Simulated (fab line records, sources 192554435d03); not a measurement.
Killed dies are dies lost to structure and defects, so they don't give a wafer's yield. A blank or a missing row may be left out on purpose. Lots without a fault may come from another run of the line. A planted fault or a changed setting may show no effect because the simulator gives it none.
Chamber matching | flow n5_finfet | N5_SDB_ETCH_18 on rie_diel-06: 4 sister chambers
The step etches SOC in N2/H2, target depth 100 nm, overetch 20 nm, time 150 s. 4 wafers are shown with their chamber, then 10 later ones without.

WAFERS WITH THEIR CHAMBER
wafer  | chamber | drypump_motor_current_A (A)
L083.4 | 2       | 6.6
L089.6 | 3       | 5.4
L090.1 | 0       | 5.6
L090.3 | 1       | 4.9

WAFERS WITHOUT THEIR CHAMBER
wafer  | drypump_motor_current_A (A)
L090.5 | 4.9
L092.2 | 5.6
L092.3 | 5.4
L092.6 | 6.6
L093.2 | 5.4
L093.3 | 4.9
L093.5 | 4.9
L094.1 | 4.9
L094.5 | 5.6
L094.6 | 5.5

WHICH CHAMBER EACH WENT THROUGH
wafer  | from the rows above     | in truth
L090.5 | 1                       | 1
L092.2 | 0                       | 0
L092.3 | 3                       | 3
L092.6 | 2                       | 2
L093.2 | 3                       | 3
L093.3 | 1                       | 1
L093.5 | 1                       | 1
L094.1 | 1                       | 1
L094.5 | 0                       | 0
L094.6 | can't be placed: 0 or 3 | 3
Placed correctly: 9 of 10. Can't be placed from these rows: 1 (the true chamber is among the candidates in 1). Placed wrongly: 0.
How it was worked out, from the rows above alone: a wafer's distance from a chamber is the root of the sum, over the readings, of the square of ((its reading less the chamber's mean) divided by the reading's scatter). The wafer belongs to the nearest chamber; if the next one is less than 2 further off, it can't be placed. A chamber's mean is the mean of its shown wafers. The scatter: with one shown wafer a chamber, the root of the mean of the squares of how far each hidden wafer lies from its nearest shown one.
